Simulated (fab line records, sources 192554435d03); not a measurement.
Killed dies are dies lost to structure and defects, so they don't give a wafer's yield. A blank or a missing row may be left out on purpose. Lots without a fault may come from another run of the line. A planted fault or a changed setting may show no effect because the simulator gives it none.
fab line records | flow n5_finfet
record lots=5 wafers=12 last_day=18
route steps=1938 shown GATE_CUT@490 MOL_CONTACT_COAG@517 BEOL_M4@1111 PASSIVATION@1936
lots that met no fault: from a run of the same line without faults
start_h: hours from the record's first day to the start of the lot's first wafer shown | wait_h: hours since the lot's step before | " the same as in the row above | L1.1+2: a row that stands for several wafers | - no value, or no start given | * or withheld: withheld | < > ~ a bound
route shown NAME@n: a module of which the file shows steps, and the number in the route of the first | usual: mean/standard deviation of fault-free wafers | same: alike in all rows | chamber/n: place in a boat | sites: the reading at each site | _std_site: their standard deviation | _edge_site: outer sites' mean less inner sites' | radius_mm: how far each site lies from the wafer's centre | mask NAME#n: copy n | behind: the tool/chamber that last shaped the wafer | hold: why the lot was held/for how many hours/how that ended | device: the transistor (n, p or np) that didn't switch | end of line: the same wafers' tests at the end of the route | a step without rows: its recipe alone | killed: dies lost to structure and defects at the first sort, not the wafer's yield | map: a wafer's dies, x killed, . not, _ none there
set.NAME: the setting as run; set.NAME@STEP: as run at that earlier step | model.NAME: the simulator's own value behind a step, which no gauge read
lots at some steps of the route; a table a step, a row a wafer
services: from which hour (start_h, from the record's first day; less than 0 if before it) a tool's chamber was out of use, for how many hours, and why
## steps
# step N5_GATE_CUT_DESCUM_18
# recipe chemistry=O2 time_s=7 source_power_w=50 bias_power_w=20 pressure_mtorr=20 rf_frequency_hz=2.712e+07 temp_c=40 resist=CAR-EUV o2_flow_sccm=225
# step N5_GATE_CUT_ETCH_28
# recipe chemistry=N2/H2 target=underlayer target_depth_a=130 mask_material=CAR-EUV time_s=10.4 ion_energy_ev=200 pressure_mtorr=30 source_w=840 bias_w=150 n2_flow_sccm=200 h2_flow_sccm=200 ends=cleared
# step N5_GATE_CUT_ETCH_36
# recipe chemistry=CF4 target=SiARC target_depth_a=130 mask_material=CAR-EUV time_s=21.7 ion_energy_ev=80 pressure_mtorr=40 source_w=545 bias_w=36 Ar_flow_sccm=100 cf4_flow_sccm=100 ends=cleared
# step N5_GATE_CUT_ETCH_37
# recipe chemistry=N2/H2 target=SOC target_depth_a=600 overetch_a=120 mask_material=SiARC temp_c=40 time_s=90 ion_energy_ev=200 pressure_mtorr=30 source_w=840 bias_w=150 n2_flow_sccm=200 h2_flow_sccm=200
# step N5_GATE_CUT_STRIP_38
# recipe chemistry=N2/H2 temp_c=40 n2_flow_sccm=200 h2_flow_sccm=200 rf_frequency_hz=6e+07
# step N5_GATE_CUT_STRIP_39
# recipe chemistry=N2/H2 temp_c=40 n2_flow_sccm=200 h2_flow_sccm=200 rf_frequency_hz=6e+07
# step N5_GATE_CUT_HM_OPEN_40
# recipe chemistry=C4F6/O2 target=SiO2 mask_material=SiARC target_depth_a=1390 time_s=85.1 ion_energy_ev=250 pressure_mtorr=30 source_w=345 bias_w=185 Ar_flow_sccm=300 C4F6_flow_sccm=10 O2_flow_sccm=10 ends=cleared
# step N5_GATE_CUT_STRIP_41
# recipe chemistry=CF4 resist=SiARC power_w=300 bias_power_w=75 pressure_mtorr=50 cf4_flow_sccm=150 rf_frequency_hz=6e+07
# step N5_GATE_CUT_STRIP_42
# recipe chemistry=O2 power_w=400 temp_c=40 pressure_mtorr=30 rf_frequency_hz=6e+07 bias_power_w=0 overash_fraction=0.3 o2_flow_sccm=225
# step N5_GATE_CUT_ETCH_19
# recipe chemistry=CH3F/O2 target=SiNx mask_material=SiO2 target_depth_a=537 time_s=76.7 pressure_mtorr=30 source_w=395 bias_w=73 Ar_flow_sccm=150 CH3F_flow_sccm=30 O2_flow_sccm=20 ion_energy_ev=120 ends=cleared
# step N5_GATE_CUT_CUT_ETCH_53
# recipe chemistry=SF6/Cl2 target=W mask_material=SiO2 target_depth_a=792 pressure_mtorr=8 icp_w=900 bias_w=80 SF6_flow_sccm=40 Cl2_flow_sccm=60 ends=cleared
# step N5_GATE_CUT_CUT_ETCH_54
# recipe chemistry=Cl2/BCl3 target=TiN mask_material=SiO2 target_depth_a=967 pressure_mtorr=10 icp_w=1000 bias_w=126 Cl2_flow_sccm=53.25 bcl3_flow_sccm=21.75 Ar_flow_sccm=25 ends=cleared
# usual bias_w=126.1/0.43 drypump_motor_current_A=5.8/0.57 etch_rf_on_time_s=37.4/0.94 oes_product_au=0.72/0.098 throttle_valve_pct=22.24/0.22
# columns lot.wafer tool chamber start_h wait_h bias_w drypump_motor_current_A etch_rf_on_time_s oes_product_au rf_hours_counter_h throttle_valve_pct model.etch.depth_nm
L729.1 rie_metal-02 1 83.34 0.0 125.7 5.5 38.5 0.65 58 22.56 81.95
L729.3 " 1 " " 125.9 5.6 38.6 0.64 - 22.57 81.95
L729.5 " 1 " " 125.9 5.5 38.4 0.64 - 22.54 81.95
L741.1 rie_metal-02 1 161.20 0.0 126.4 5.5 47.9 0.53 65 22.71 73.37
L741.4 " 1 " " 126.5 5.6 47.9 0.52 - 22.71 73.15
L742.3 rie_metal-02 1 168.44 0.0 125.9 5.6 38.5 0.62 - 22.56 81.95
L742.4 " 0 " " 125.3 6.5 47.9 0.74 - 22.19 77.9
L743.2 rie_metal-02 1 171.30 0.0 125.8 5.5 38.4 0.63 67 22.56 81.95
L743.4 " 1 " " 126.4 5.5 47.9 0.53 - 22.70 73.27
L748.3 rie_metal-03 1 202.91 0.0 125.9 6.7 37.3 0.73 - 22.10 81.95
L748.4 " 0 " " 126.2 5.8 38.1 0.80 - 22.00 81.95
L748.5 " 1 " " 125.8 6.7 37.2 0.73 - 22.11 81.95
# step N5_GATE_CUT_CUT_ETCH_55
# recipe chemistry=BCl3 target=HfO2 mask_material=SiO2 target_depth_a=32 ion_energy_ev=30 pressure_mtorr=5 icp_w=450 bias_w=18 bcl3_flow_sccm=80
# usual bias_w=18.00/0.053 drypump_motor_current_A=5.8/0.57 oes_product_au=0.80/0.11 throttle_valve_pct=32.83/0.2
# columns lot.wafer tool chamber start_h wait_h bias_w drypump_motor_current_A oes_product_au rf_hours_counter_h throttle_valve_pct
L729.1 rie_metal-02 1 83.40 0.0 18.08 5.6 0.72 58 32.84
L729.3 " 1 " " 18.01 5.6 0.72 - 32.85
L729.5 " 1 " " 18.06 5.6 0.72 - 32.86
L741.1 rie_metal-02 1 161.26 0.0 18.10 5.5 0.27 65 32.85
L741.4 " 1 " " 18.10 5.6 0.26 - 32.86
L742.3 rie_metal-02 1 168.49 0.0 17.96 5.5 0.71 - 32.85
L742.4 " 0 " " 17.99 6.5 0.37 - 32.44
L743.2 rie_metal-02 1 171.36 0.0 18.01 5.5 0.70 67 32.86
L743.4 " 1 " " 17.86 5.6 0.27 - 32.87
L748.3 rie_metal-03 1 202.96 0.0 17.92 6.7 0.82 - 32.97
L748.4 " 0 " " 18.03 5.7 0.92 - 32.73
L748.5 " 1 " " 17.94 6.7 0.82 - 32.98
# step N5_GATE_CUT_ETCH_47
# recipe chemistry=Cl2/BCl3 target=SiO2 target_depth_a=100 pressure_mtorr=10 icp_w=1000 bias_w=126 Cl2_flow_sccm=53.25 bcl3_flow_sccm=21.75 Ar_flow_sccm=25
# usual bias_w=126.1/0.4 drypump_motor_current_A=5.8/0.57 oes_product_au=0.80/0.11 throttle_valve_pct=22.76/0.21
# columns lot.wafer tool chamber start_h wait_h bias_w drypump_motor_current_A oes_product_au rf_hours_counter_h throttle_valve_pct model.GATE_CUT.cd_nm
L729.1 rie_metal-02 1 83.43 0.0 126.7 5.6 0.72 58 23.04 20.2
L729.3 " 1 " " 126.8 5.5 0.72 - 23.05 20.2
L729.5 " 1 " " 126.8 5.6 0.72 - 23.04 20
L741.1 rie_metal-02 1 161.29 0.0 126.0 5.5 0.71 65 23.07 19
L741.4 " 1 " " 125.9 5.5 0.71 - 23.07 19.4
L742.3 rie_metal-02 1 168.52 0.0 126.2 5.5 0.70 - 23.08 19.4
L742.4 " 0 " " 126.3 6.5 0.96 - 22.56 18.4
L743.2 rie_metal-02 1 171.39 0.0 126.4 5.5 0.71 67 23.07 19.8
L743.4 " 1 " " 126.5 5.5 0.71 - 23.08 19.4
L748.3 rie_metal-03 1 202.99 0.0 126.3 6.7 0.81 - 22.62 19.8
L748.4 " 0 " " 125.9 5.8 0.91 - 22.52 20.2
L748.5 " 1 " " 126.1 6.7 0.82 - 22.61 19.8
# step N5_GATE_CUT_VAPOR_ETCH_48
# recipe chemistry=BCl3/Cl2 target=TiN mode=isotropic
# step N5_GATE_CUT_VAPOR_ETCH_49
# recipe chemistry=BCl3/Cl2 target=TiAlC mode=isotropic
# step N5_GATE_CUT_VAPOR_ETCH_51
# recipe chemistry=BCl3/Cl2 target=HfO2 mode=isotropic
# step N5_GATE_CUT_STRIP_21
# recipe chemistry=N2/H2 time_s=30 power_w=1000 temp_c=250 pressure_mtorr=withheld n2_flow_sccm=1750 h2_flow_sccm=3250
# step N5_GATE_CUT_STRIP_29
# recipe chemistry=post_etch_residue_remover time_s=60 temp_c=25 remover_ph=withheld remover_water_wt_pct=withheld remover_fluoride_wt_pct=withheld
# step N5_GATE_CUT_SRD_52
# recipe dry=ipa_marangoni time_s=30 temp_c=23 rinse_liquid=diw
# step N5_GATE_CUT_ALD_22
# recipe material=SiNx target_thk_a=160 temp_c=400 ald_precursor_family=SiH2I2 ald_co_reactant=N2/H2-plasma pulse_time_s=1 ald_cycles=320 purge_time_s=2 co_reactant_purge_time_s=2 pressure_torr=2
# step N5_GATE_CUT_CMP_23
# recipe stop_on=SiO2 t_overpolish_s=23.4 post_cmp_clean=alkaline_brush down_force_psi=2.5 platen_rpm=51.8 pad_velocity_m_s=1.0307 target_thk_nm=16
# step N5_GATE_CUT_CMP_43
# recipe material=SiO2 post_cmp_clean=rinse_only
# step N5_GATE_CUT_CMP_61
# recipe stop_on=SiNx t_overpolish_s=3 post_cmp_clean=alkaline_brush down_force_psi=4 platen_rpm=27.09 pad_velocity_m_s=0.539
# step N5_MOL_CONTACT_COAG_COAT_103
# recipe resist=SOC temp_c=250 time_s=60 spin_rpm=1500 resist_thk_nm=80
# step N5_MOL_CONTACT_COAG_COAT_104
# recipe resist=SiARC temp_c=220 time_s=60 spin_rpm=1500 resist_thk_nm=12
# step N5_MOL_CONTACT_COAG_COAT_58
# recipe resist=underlayer temp_c=205 time_s=60 spin_rpm=1500 resist_thk_nm=10
# step N5_MOL_CONTACT_COAG_COAT_02
# recipe resist=CAR-EUV spin_rpm=1500 resist_thk_nm=30
# step N5_MOL_CONTACT_COAG_EBR_04
# recipe solvent=PGMEA ebr_width_mm=1.5
# step N5_MOL_CONTACT_COAG_SOFTBAKE_03
# recipe temp_c=110 time_s=60 resist=CAR-EUV
# step N5_MOL_CONTACT_COAG_EXPOSE_05
# recipe mask_id=CA na=0.33 source_shape=annular sigma_inner=0.4 sigma_outer=0.8 polarization=unpolarized defocus_nm=0 dose_mj=38.25
# step N5_MOL_CONTACT_COAG_PEB_06
# recipe peb_temp_c=100 peb_time_s=60 resist=CAR-EUV
# step N5_MOL_CONTACT_COAG_DEVELOP_07
# recipe develop_time_s=30 developer=TMAH resist=CAR-EUV rinse_liquid=surfactant_rinse dry=air_spin dev_temp_c=23
# step N5_MOL_CONTACT_COAG_DESCUM_13
# recipe chemistry=O2 time_s=7 source_power_w=50 bias_power_w=20 pressure_mtorr=20 rf_frequency_hz=2.712e+07 temp_c=40 resist=CAR-EUV o2_flow_sccm=225
# step N5_MOL_CONTACT_COAG_ETCH_59
# recipe chemistry=N2/H2 target=underlayer target_depth_a=130 mask_material=CAR-EUV time_s=10.4 ion_energy_ev=200 pressure_mtorr=30 source_w=840 bias_w=150 n2_flow_sccm=200 h2_flow_sccm=200 ends=cleared
# step N5_BEOL_M4_RC_MEAS_101
# usual DIBL_N=36.0/1.9 DIBL_P=35.6/2.2 IOFF_N=0.15/0.031 IOFF_P=0.19/0.032 ION_N=668/11 ION_P=455/7.2 SS_N=71.5/0.65 SS_P=73.4/0.64 VT_N=251/3.6 VT_P=-253/3.3
# columns lot.wafer tool chamber start_h wait_h DIBL_N[mV/V] DIBL_P[mV/V] IOFF_N[nA/um] IOFF_P[nA/um] ION_N[uA/um] ION_P[uA/um] SS_N[mV/dec] SS_P[mV/dec] VT_N[mV] VT_P[mV]
L729.1 prober-01 0 190.02 0.0 37.8 36.5 0.18 0.22 673 455 70.8 72.9 247 -249
L729.3 " 0 " " 34.8 32.4 0.13 0.16 662 458 70.9 72.3 254 -255
L729.5 " 0 " " 34.9 32.4 0.13 0.16 660 450 70.6 72.4 253 -253
L743.2 prober-02 0 298.07 0.2 36.8 36.6 0.16 0.18 682 467 70.8 73.8 248 -251
L742.3 prober-02 0 304.51 0.3 36.6 37.1 0.17 0.19 672 455 71.6 73.1 247 -253
L748.3 prober-01 0 332.21 0.3 39.9 40.0 0.25 0.25 690 463 72.6 74.3 243 -250
L748.4 " 0 " " 36.7 36.0 0.16 0.19 667 454 71.5 73.2 245 -256
L748.5 " 0 " " 39.0 38.2 0.20 0.22 683 455 71.3 74.4 248 -249
# step N5_PASSIVATION_PROBE_49
# usual defect_limited_yield=91.3/1.4 killed_at_M0_to_M3=34/10 killed_at_M4_up=14/5.5 killed_at_contacts=12/6 killed_at_front_end=40/10 killed_at_other=3.0/2.4 killed_dies=103/17 killed_on_rim=13/4.3 killed_open=68/13 killed_short=34/7.8 sort_bin_4_leakage=0.00/0.014 sort_bin_5_function=5.1/0.97 sort_bin_6_memory=3.3/0.66 sort_n_pass=1077/17 sort_yield_pct=91.2/1.4
# same gross_dies=1180 killed_at_back_side=0 sort_bin_8_speed[%]=0
# columns lot.wafer tool chamber start_h wait_h defect_limited_yield[%] killed_at_M0_to_M3 killed_at_M4_up killed_at_contacts killed_at_front_end killed_at_other killed_dies killed_on_rim killed_open killed_short sort_bin_4_leakage[%] sort_bin_5_function[%] sort_bin_6_memory[%] sort_n_pass sort_yield_pct[%]
L729.1 prober-01 - 294.12 0.0 92.5 26 8 24 25 5 88 10 58 30 0 4.2 2.9 1092 92.5
L729.3 prober-01 - 294.22 0.1 92.5 24 14 21 24 5 88 9 66 22 0 4.8 2.5 1092 92.5
L729.5 prober-01 - 294.32 0.2 89.8 36 14 26 42 2 120 16 75 45 0 6.1 3.6 1060 89.8
L743.4 prober-01 - 401.61 0.2 0 37 14 15 1110 4 1180 152 72 35 0 96.3 3.3 0 0
L741.1 prober-02 - 404.41 0.0 0 29 9 3 1135 4 1180 152 61 28 0 97.2 2.7 0 0
L741.4 prober-02 - 404.56 0.2 0 32 13 11 1122 2 1180 152 57 31 0 96.5 3.3 0 0
L742.4 prober-02 - 410.25 0.2 1.4 33 9 11 1109 2 1164 146 79 33 0 94.8 3.4 16 1.4
# killed by level:class
L729.1 MOL_CONTACT_COAG:geometric_particle:open=21 BEOL_M2:geometric_particle:open=11 FIN_SAQP:geometric_particle:open=6 STI_FIN_REVEAL:geometric_particle:open=6 BEOL_M3:geometric_particle:short=4 FIN_SAQP:geometric_particle:short=3 MOL_CONTACT_COAG:geometric_particle:short=3 BEOL_M0_SAQP:geometric_particle:short=3
L729.3 MOL_CONTACT_COAG:geometric_particle:open=15 BEOL_M0_SAQP:geometric_particle:open=8 DUMMY_GATE:geometric_particle:open=6 MOL_CONTACT_COAG:geometric_particle:short=6 BEOL_M2:geometric_particle:open=4 BEOL_M4:geometric_particle:open=4 BEOL_M8:geometric_particle:open=4 FIN_SAQP:geometric_particle:open=3
L729.5 MOL_CONTACT_COAG:geometric_particle:open=20 FIN_SAQP:geometric_particle:short=13 FIN_SAQP:geometric_particle:open=10 BEOL_M0_SAQP:geometric_particle:open=8 BEOL_M0_SAQP:geometric_particle:short=7 MOL_CONTACT_COAG:geometric_particle:short=6 BEOL_M0:geometric_particle:open=6 BEOL_M4:geometric_particle:open=5
L743.4 GATE_CUT:area_etch=1070 MOL_CONTACT_COAG:geometric_particle:open=13 FIN_SAQP:geometric_particle:open=12 BEOL_M0_SAQP:geometric_particle:open=11 BEOL_M0_SAQP:geometric_particle:short=9 STARTING-WAFER:geometric_particle:short=6 BEOL_M2:geometric_particle:short=5 STI_FIN_REVEAL:geometric_particle:open=4
L741.1 GATE_CUT:area_etch=1090 STI_FIN_REVEAL:geometric_particle:open=11 BEOL_M3:geometric_particle:open=9 FIN_SAQP:geometric_particle:short=7 FIN_SAQP:geometric_particle:open=7 BEOL_M0_SAQP:geometric_particle:open=7 STI_FIN_REVEAL:geometric_particle:short=6 BEOL_M0_SAQP:geometric_particle:short=6
L741.4 GATE_CUT:area_etch=1090 MOL_CONTACT_COAG:geometric_particle:open=9 BEOL_M4:geometric_particle:open=9 STI_FIN_REVEAL:geometric_particle:open=8 FIN_SAQP:geometric_particle:short=7 BEOL_M1:geometric_particle:open=7 BEOL_M0_SAQP:geometric_particle:short=6 BEOL_M3:geometric_particle:open=6
L742.4 GATE_CUT:area_etch=1051 STI_FIN_REVEAL:geometric_particle:open=31 MOL_CONTACT_COAG:geometric_particle:open=9 BEOL_M3:geometric_particle:open=7 BEOL_M0_SAQP:geometric_particle:short=6 BEOL_M2:geometric_particle:open=5 FIN_SAQP:geometric_particle:open=4 STI_FIN_REVEAL:geometric_particle:short=4
# map L741.1 (x killed, . not)
_________________xxxxxxxxxxxx________________
______________xxxxxxxxxxxxxxxxxx_____________
___________xxxxxxxxxxxxxxxxxxxxxxxx__________
__________xxxxxxxxxxxxxxxxxxxxxxxxxx_________
________xxxxxxxxxxxxxxxxxxxxxxxxxxxxxx_______
_______xxxxxxxxxxxxxxxxxxxxxxxxxxxxxxxx______
______xxxxxxxxxxxxxxxxxxxxxxxxxxxxxxxxxx_____
_____xxxxxxxxxxxxxxxxxxxxxxxxxxxxxxxxxxxx____
____xxxxxxxxxxxxxxxxxxxxxxxxxxxxxxxxxxxxxx___
___xxxxxxxxxxxxxxxxxxxxxxxxxxxxxxxxxxxxxxxx__
___xxxxxxxxxxxxxxxxxxxxxxxxxxxxxxxxxxxxxxxx__
__xxxxxxxxxxxxxxxxxxxxxxxxxxxxxxxxxxxxxxxxxx_
__xxxxxxxxxxxxxxxxxxxxxxxxxxxxxxxxxxxxxxxxxx_
_xxxxxxxxxxxxxxxxxxxxxxxxxxxxxxxxxxxxxxxxxxxx
_xxxxxxxxxxxxxxxxxxxxxxxxxxxxxxxxxxxxxxxxxxxx
_xxxxxxxxxxxxxxxxxxxxxxxxxxxxxxxxxxxxxxxxxxxx
_xxxxxxxxxxxxxxxxxxxxxxxxxxxxxxxxxxxxxxxxxxxx
_xxxxxxxxxxxxxxxxxxxxxxxxxxxxxxxxxxxxxxxxxxxx
_xxxxxxxxxxxxxxxxxxxxxxxxxxxxxxxxxxxxxxxxxxxx
_xxxxxxxxxxxxxxxxxxxxxxxxxxxxxxxxxxxxxxxxxxxx
_xxxxxxxxxxxxxxxxxxxxxxxxxxxxxxxxxxxxxxxxxxxx
__xxxxxxxxxxxxxxxxxxxxxxxxxxxxxxxxxxxxxxxxxx_
__xxxxxxxxxxxxxxxxxxxxxxxxxxxxxxxxxxxxxxxxxx_
___xxxxxxxxxxxxxxxxxxxxxxxxxxxxxxxxxxxxxxxx__
___xxxxxxxxxxxxxxxxxxxxxxxxxxxxxxxxxxxxxxxx__
____xxxxxxxxxxxxxxxxxxxxxxxxxxxxxxxxxxxxxx___
_____xxxxxxxxxxxxxxxxxxxxxxxxxxxxxxxxxxxx____
______xxxxxxxxxxxxxxxxxxxxxxxxxxxxxxxxxx_____
_______xxxxxxxxxxxxxxxxxxxxxxxxxxxxxxxx______
________xxxxxxxxxxxxxxxxxxxxxxxxxxxxxx_______
__________xxxxxxxxxxxxxxxxxxxxxxxxxx_________
___________xxxxxxxxxxxxxxxxxxxxxxxx__________
______________xxxxxxxxxxxxxxxxxx_____________
_________________xxxxxxxxxxxx________________
# map L742.4 (x killed, . not)
_________________xxxxxxxxxxxx________________
______________xxxxxxxxxxxxxxxxxx_____________
___________xxxxxxxxxxxxxxxxxxxxxxxx__________
__________xxxxxxxxxxxxxxxxxxxxxxxxxx_________
________xxxxxxxxxxxxxxxxxxxxxxxxxxxxxx_______
_______xxxxxxxxxxxxxxxxxxxxxxxxxxxxxxxx______
______x.xxx.xxxxxxxxxxxxxxxx.xxxxxxxx.xx_____
_____xxxxxxxxxxxxxxxxxxxxxxxxxxxxxxxxxxxx____
____xxxxxxxxxxxxxxxxxxxxxxxxxxxxxxxxxxxxxx___
___xxxxxxxxxxxxxxxxxxxxxxxxxxxxxxxxxxxxxxxx__
___xxxxxxxxxxxxxxxxxxxxxxxxxxxxxxxxxxxxxxxx__
__xxxxxxxxxxxxxxxxxxxxxxxxxxxxxxxxxxxxxxxxxx_
__xxxxxxxxxxxxxxxxxxxxxxxxxxxxxxxxxxxxxxxxxx_
_xxxxxxxxxxxxxxxxxxxxxxxxxxxxxxxxxxxxxxxxxxxx
_xxxxxxxx.xxxxxxxxxxxxxxxxxxxxxxxxxxxxxxxxxxx
_xxxxxxxxxxxxxxxxxxxxxxxxxxxxxxxxxxxxxxxxxxxx
_xxxxxxxxxxxxxxxxxxxxxxxxxxxxxxxxxxxxxxxxxxxx
_xxxxxxxxxxxxxxxxxxxxxxxxxxxxxxxxxxxxxxxxxxxx
_xxxxxxxxxxxxxxxxxxxxxxxxxxxxxxxxxxxxxxxxxxxx
_xxxxxxxxxxxxxxxxxxxxxxxxxxxxxxxxxxxxxxxxxxxx
_xxxxx.xxxxxxxxxxxxxxxxxxxxxxxxxxxxxxxxxxxxx.
__xxxxxxxxxxxxxxxxxxxxxxxxxxxxxxxxxxxxxxxx.x_
__xxxxxxxxxxxxxxxxxxxxxxxxxxxxxxxxxxxxxxxxxx_
___xxxxxxxxxxxxxxxxxxxxxxxxxxxxxxxxxxxxxxxx__
___xxxxxxxxxxxxxxxxxxxxxxxxxxxxxxxxxxx.xxxx__
____xxxxxxxxxxxxxxxxxxxxxxxxxxxxxxxxxxxxxx___
_____xxxxxxxxxxxxxxxxxxxxxxxxxxxxxxxxxxx.____
______xxxx.xxxxxxxxxxxxxxxxxxxxxxxxxxx.x_____
_______xxxxx.xxxxxxxxxxxxxxxxxxxxxxxxxx______
________xxxxxxxxxxxxxxxxxxxxxxxxxxxxxx_______
__________xxxxxxxxxxxxxxxxxxxxxxxxxx_________
___________xxxxxxxxxxxxxxxxxxxxxx.x__________
______________xxxxx.xxxxxxxxxxx._____________
_________________xxxxxxxxxxxx________________
## services
# columns tool chamber start_h hours kind
rie_metal-02 0 120.37 - clean
rie_metal-02 0 120.37 21.0 scheduled_down
rie_metal-02 0 120.37 21.0 vent_cycle
## key
first_sign step=N5_GATE_CUT_CUT_ETCH_54 reading=etch_rf_on_time_s direction=up sigmas=11 usual=* struck=*
effect step=N5_GATE_CUT_CUT_ETCH_55 reading=oes_product_au direction=down sigmas=4.8 usual=0.80 struck=0.29
effect step=N5_PASSIVATION_PROBE_49 reading=killed_at_front_end direction=up sigmas=99+ usual=40 struck=1119
model_effect step=N5_GATE_CUT_CUT_ETCH_54 value=etch.depth_nm without=81.95 struck=74.42
model_effect step=N5_GATE_CUT_ETCH_47 value=GATE_CUT.cd_nm without=19.95 struck=19.05
more_kills_born_at N5_GATE_CUT_CUT_ETCH_54@rie_metal-02=4301
met_at N5_GATE_CUT_CUT_ETCH_54
struck_wafers L741.1,L741.4,L742.4,L743.4
later_rows_left_out L741.1,L741.4,L742.4,L743.4
onset_between 83.34 161.20
fault kind=process_parameter_drift tool=rie_metal-02 chamber=- onset_h=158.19 steps=N5_GATE_CUT_CUT_ETCH_54 channel=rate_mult offset=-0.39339 shape=step end_h=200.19 scope=struck_wafers_only
# later_rows_left_out: the simulator's readings of these wafers behind a module that went badly wrong aren't trusted and aren't shown, but for the sort
